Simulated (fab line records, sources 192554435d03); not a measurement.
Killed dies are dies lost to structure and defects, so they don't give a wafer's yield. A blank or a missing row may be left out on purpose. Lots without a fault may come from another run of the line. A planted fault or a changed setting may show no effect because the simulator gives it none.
One fault seen from 2 desks | flow n5_finfet | each desk has only its own numbers; what lay behind them comes last

THE METROLOGY DESK
What the gauges read, lot by lot, whatever tool the lot ran on: means of the sampled wafers that have a number. A lot is out of limits, marked OUT, if its mean lies more than 4 standard deviations from the usual mean; the brackets give that distance. Of its 10 readings 7 are shown: those that lie furthest out on some lot.
Columns: A = DIBL_N at N5_BEOL_M4_RC_MEAS_101, usual 36.0 mV/V; B = DIBL_P at N5_BEOL_M4_RC_MEAS_101, usual 36.0 mV/V; C = IOFF_N at N5_BEOL_M4_RC_MEAS_101, usual 0.155 nA/um; D = IOFF_P at N5_BEOL_M4_RC_MEAS_101, usual 0.20 nA/um; E = ION_N at N5_BEOL_M4_RC_MEAS_101, usual 672 uA/um; F = SS_N at N5_BEOL_M4_RC_MEAS_101, usual 71.5 mV/dec; G = VT_N at N5_BEOL_M4_RC_MEAS_101, usual 250.4 mV
lot  | first seen here | A    | B    | C     | D    | E   | F    | G
L591 | day 9 22:19     | 39.6 | 39.4 | 0.208 | 0.26 | 677 | 71.8 | 248.5
L592 | day 10 04:55    | 36.6 | 34.8 | 0.147 | 0.17 | 673 | 71.6 | 251.3
L595 | day 11 01:07    | 33.4 | 33.7 | 0.115 | 0.17 | 654 | 71.1 | 255.4
L596 | day 11 04:40    | 34.7 | 34.4 | 0.147 | 0.20 | 678 | 70.7 | 250.6
L599 | day 11 06:30    | 34.8 | 34.9 | 0.159 | 0.19 | 676 | 71.7 | 249.7
This desk's finding: nothing out of limits on any of the 5 lots.

THE TOOL OWNER'S DESK: euv_scanner-01
The tool's own readings at N5_BEOL_M1_EXPOSE_08 (exposes mask M1): means of the sampled wafers that have a number, for each lot that ran on this tool. A lot is out of limits, marked OUT, if its mean lies more than 4 standard deviations from the usual mean; the brackets give that distance.
Columns: A = exposure_dose_mJ_cm2 at N5_BEOL_M1_EXPOSE_08, usual 32.97
lot  | first seen here | A
L591 | day 7 14:42     | 32.95
L592 | day 8 13:29     | 31.88 (-27) OUT
L595 | day 8 13:31     | 31.95 (-25) OUT
L596 | day 8 18:21     | 32.39 (-14) OUT
This desk's finding: out of limits on L592, L595, L596; first on L592, day 8 13:29 (exposure_dose_mJ_cm2 at N5_BEOL_M1_EXPOSE_08). In limits: L591.

PUT TOGETHER
The tool owner's desk could have raised an alarm at day 8 13:29, on L592, L595, L596.
The metrology desk saw nothing out of limits.
The metrology desk has L592, L595, L596 on record, within its limits.
Of the lots named, all ran N5_BEOL_M1_EXPOSE_08 on euv_scanner-01.

WHAT THE SIMULATOR HAD PUT IN
Process parameter drift: euv_scanner-01, from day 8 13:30 on, at N5_BEOL_M1_EXPOSE_08. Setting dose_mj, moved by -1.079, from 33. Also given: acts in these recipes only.
Lots struck among those shown: L592, L595, L596.
